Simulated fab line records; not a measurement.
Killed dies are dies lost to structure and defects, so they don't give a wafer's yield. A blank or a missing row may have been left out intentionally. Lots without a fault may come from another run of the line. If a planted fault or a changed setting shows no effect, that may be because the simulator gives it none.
Which tool did it? ; flow nand_harc ; 37 wafers from 13 lots sampled at 5 of the route's 1159 steps

## WHAT THE GAUGES READ, wafer by wafer
NHARC_END_SORT_01. Usual: killed_at_array 28, standard deviation 11; killed_at_other 0.5, standard deviation 0.87; killed_at_periphery 2.9, standard deviation 2.2; killed_dies 32, standard deviation 11; killed_open 3.2, standard deviation 1.9; killed_short 1.8, standard deviation 1.4.
lot;measured;on;killed_at_array;killed_at_other;killed_at_periphery;killed_dies;killed_open;killed_short;flag
L890;day 21 20:44;prober-01;41 51 676;0 0 0;3 4 1;44 55 677;4 6 3;3 2 4;OFF
L891;day 22 12:06;prober-02;16 672;0 0;2 5;18 677;4 7;0 3;OFF
L893;day 23 17:27;prober-02;673 672;1 1;3 4;677 677;2 3;5 0;OFF

## WHAT TOOL EACH LOT RAN ON (gives the tool, then ch and the chambers of the sampled wafers, and finally the start)
lot;NHARC_A_SLIT_ETCH_24;NHARC_A_WL_FILL_RTA_01;NHARC_A_WL_FILL_ETCHBACK_04;NHARC_A_WL_FILL_STRIP_27
L877;rie_diel-07 ch 0,1,2, day 13 12:26;rtp_anneal-01 ch 0, day 13 21:40;rie_metal-02 ch 0, day 14 07:16;plasma_asher-02 ch 0,1, day 14 07:40
L881;rie_diel-11 ch 2,3, day 15 00:22;rtp_anneal-02 ch 0, day 15 11:55;rie_metal-02 ch 0,1, day 15 18:37;plasma_asher-01 ch 1, day 15 18:59
L879;rie_diel-08 ch 2,3, day 15 00:32;rtp_anneal-01 ch 0, day 15 11:56;rie_metal-02 ch 0,1, day 15 15:54;plasma_asher-02 ch 0, day 15 16:16
L880;rie_diel-07 ch 0,2,3, day 15 01:15;rtp_anneal-02 ch 0, day 15 11:44;rie_metal-03 ch 0,1, day 15 15:45;plasma_asher-01 ch 0,1, day 15 16:08
L885;rie_diel-08 ch 0,3, day 15 14:25;rtp_anneal-02 ch 0, day 16 02:05;rie_metal-03 ch 0,1, day 16 06:23;plasma_asher-01 ch 0,1, day 16 06:45
L883;rie_diel-08 ch 1,3, day 15 14:26;rtp_anneal-02 ch 0, day 16 09:00;rie_metal-03 ch 1, day 16 17:35;plasma_asher-01 ch 0,1, day 16 17:57
L887;rie_diel-08 ch 0,1,2, day 16 21:32;rtp_anneal-01 ch 0, day 17 08:38;rie_metal-02 ch 0,1, day 17 14:59;plasma_asher-01 ch 0,1, day 17 15:20
L890;rie_diel-08 ch 0,1,2, day 17 05:32;rtp_anneal-02 ch 0, day 17 17:18;rie_metal-03 ch 0,1, day 17 23:55;plasma_asher-01 ch 0,1, day 18 00:16
L891;rie_diel-07 ch 1,2, day 17 16:49;rtp_anneal-02 ch 0, day 18 09:37;rie_metal-03 ch 0,1, day 18 14:50;plasma_asher-01 ch 0, day 18 15:11
L893;rie_diel-11 ch 0,3, day 18 11:07;rtp_anneal-01 ch 0, day 19 00:27;rie_metal-03 ch 0,1, day 19 04:26;plasma_asher-01 ch 0,1, day 19 04:47
L896;rie_diel-08 ch 0,2,3, day 18 19:30;rtp_anneal-02 ch 0, day 19 07:16;rie_metal-02 ch 0,1, day 19 14:43;plasma_asher-01 ch 0,1, day 19 15:37
L899;rie_diel-07 ch 0,1,3, day 20 03:59;rtp_anneal-02 ch 0, day 20 15:23;rie_metal-01 ch 0,1, day 20 21:35;plasma_asher-02 ch 0,1, day 20 21:58
L898;rie_diel-11 ch 0,1, day 20 04:13;rtp_anneal-02 ch 0, day 20 15:37;rie_metal-02 ch 0,1, day 20 22:21;plasma_asher-02 ch 0,1, day 20 22:43
- NHARC_A_SLIT_ETCH_24: etches the open film in CF4/CHF3, target depth 121 nm, time 60.5 s.
- NHARC_A_WL_FILL_RTA_01: time 5 s.
- NHARC_A_WL_FILL_ETCHBACK_04: etches the open film in NF3, target depth 60 nm, time 120 s.
- NHARC_A_WL_FILL_STRIP_27: strips in N2/H2, time 20 s.

## AS READ BY THE TOOLS THEMSELVES (means over the sampled wafers that have a number; for cases with no such wafer, the mark the record gives instead)
NHARC_A_SLIT_ETCH_24. Usual: chamber_pressure_mTorr 24.999 mTorr, standard deviation 0.023; drypump_motor_current_A 5.7 A, standard deviation 0.47; oes_product_au 0.960 a.u., standard deviation 0.019; rf_vpp_V 371.8 V, standard deviation 2.4; showerhead_plenum_p_Torr 1.61 Torr, standard deviation 0.067; throttle_valve_pct 16.804 %, standard deviation 0.0094.
lot;tool;chamber_pressure_mTorr (mTorr);drypump_motor_current_A (A);oes_product_au (a.u.);rf_vpp_V (V);showerhead_plenum_p_Torr (Torr);throttle_valve_pct (%);flag
L877;rie_diel-07;24.978;5.2;0.978;372.3;1.61;16.803;
L881;rie_diel-11;24.993;5.8;0.969;371.9;1.61;16.802;
L879;rie_diel-08;24.995;5.8;0.958;372.5;1.64;16.812;
L880;rie_diel-07;24.989;5.5;0.935;371.3;1.61;16.797;
L885;rie_diel-08;25.005;5.9;0.954;373.4;1.65;16.808;
L883;rie_diel-08;25.008;6.3;0.942;372.2;1.61;16.801;
L887;rie_diel-08;24.974;5.8;0.975;371.6;1.61;16.795;
L890;rie_diel-08;24.982;5.8;0.943;371.9;1.61;16.803;
L891;rie_diel-07;24.993;5.2;0.964;374.1;1.67;16.807;
L893;rie_diel-11;24.966;5.7;0.980;370.2;1.57;16.820;
L896;rie_diel-08;25.008;5.9;0.976;372.7;1.65;16.805;
L899;rie_diel-07;25.017;5.8;0.960;371.3;1.61;16.800;
L898;rie_diel-11;25.016;5.8;0.952;370.3;1.58;16.815;

NHARC_A_WL_FILL_RTA_01. Usual: lamp_power_pct 29 %, standard deviation 6; wafer_temp_C_max 1004.2, standard deviation 0.98.
lot;tool;lamp_power_pct (%);wafer_temp_C_max;flag
L877;rtp_anneal-01;37;1004.5;
L881;rtp_anneal-02;25;1003.3;
L879;rtp_anneal-01;37;1004.0;
L880;rtp_anneal-02;25;1003.9;
L885;rtp_anneal-02;25;1003.9;
L883;rtp_anneal-02;25;1003.7;
L887;rtp_anneal-01;37;1004.3;
L890;rtp_anneal-02;25;1003.8;
L891;rtp_anneal-02;25;1005.0;
L893;rtp_anneal-01;37;1005.7;
L896;rtp_anneal-02;25;1004.4;
L899;rtp_anneal-02;25;1003.6;
L898;rtp_anneal-02;25;1004.2;

NHARC_A_WL_FILL_ETCHBACK_04. Usual: chamber_pressure_mTorr 300.02 mTorr, standard deviation 0.25; drypump_motor_current_A 5.8 A, standard deviation 0.43; oes_product_au 1.001 a.u., standard deviation 0.0089; run_length_s 141.1 s, standard deviation 0.44.
lot;tool;chamber_pressure_mTorr (mTorr);drypump_motor_current_A (A);oes_product_au (a.u.);run_length_s (s);flag
L877;rie_metal-02;299.99;5.9;1.002;140.7;
L881;rie_metal-02;299.99;5.9;0.995;140.8;
L879;rie_metal-02;300.20;6.0;0.993;141.1;
L880;rie_metal-03;299.92;5.6;0.986;141.0;
L885;rie_metal-03;299.93;5.6;0.997;141.3;
L883;rie_metal-03;300.32;5.5;0.996;141.6;
L887;rie_metal-02;299.90;5.9;1.000;141.0;
L890;rie_metal-03;300.18;5.6;0.997;120.0;OFF
L891;rie_metal-03;300.28;5.6;0.996;109.8;OFF
L893;rie_metal-03;300.06;5.6;1.002;77.9;OFF
L896;rie_metal-02;300.18;5.9;1.005;140.8;
L899;rie_metal-01;300.32;5.5;1.009;141.0;
L898;rie_metal-02;300.02;5.9;1.002;141.0;

NHARC_A_WL_FILL_STRIP_27. Usual: drypump_motor_current_A 5.3 A, standard deviation 0.39; heater_power_w 337 W, standard deviation 12; temp_c 249.98 C, standard deviation 0.2.
lot;tool;drypump_motor_current_A (A);heater_power_w (W);temp_c (C);flag
L877;plasma_asher-02;5.1;362;250.17;
L881;plasma_asher-01;5.2;325;250.17;
L879;plasma_asher-02;4.8;374;249.71;OFF
L880;plasma_asher-01;5.5;337;250.06;
L885;plasma_asher-01;5.3;330;249.79;
L883;plasma_asher-01;5.4;332;249.77;
L887;plasma_asher-01;5.5;329;249.91;
L890;plasma_asher-01;5.3;326;249.95;
L891;plasma_asher-01;5.7;342;249.81;
L893;plasma_asher-01;5.5;332;249.92;
L896;plasma_asher-01;5.4;332;250.01;
L899;plasma_asher-02;5.1;340;250.19;
L898;plasma_asher-02;5.5;335;250.02;

## THE ANSWER, worked out from the rows above alone
Rule: a lot is off if the mean of its wafers that have a number lies more than 3 standard deviations from the usual mean. Also off: a lot with no number at a reading for which 4 or more lots have one. Any other lot the step has rows for is counted as sound. The gauges are gone through in route order, then the tools' own readings, and for those a lot's mean is taken as printed above. At the first step where some lot is off, the reading lying furthest off is the one used; lots without a number count as furthest.
Off, at NHARC_END_SORT_01 on killed_dies: L890, L891, L893. Neither off nor sound, because the step has no rows for them: L877, L881, L879, L880, L885, L883, L887, L896, L899, L898.
If a tool, at a process step before that reading, ran all the lots that are off and no sound lot after the first of them, it fits. The gauges at NHARC_END_SORT_01 aren't tried: what is off there is off at NHARC_A_WL_FILL_ETCHBACK_04 too, on other tools, and a gauge's error can't cause that. Undecided on this evidence; 2 tools fit (rie_metal-03 at NHARC_A_WL_FILL_ETCHBACK_04, plasma_asher-01 at NHARC_A_WL_FILL_STRIP_27).

## WHAT WAS PUT IN BY THE SIMULATOR
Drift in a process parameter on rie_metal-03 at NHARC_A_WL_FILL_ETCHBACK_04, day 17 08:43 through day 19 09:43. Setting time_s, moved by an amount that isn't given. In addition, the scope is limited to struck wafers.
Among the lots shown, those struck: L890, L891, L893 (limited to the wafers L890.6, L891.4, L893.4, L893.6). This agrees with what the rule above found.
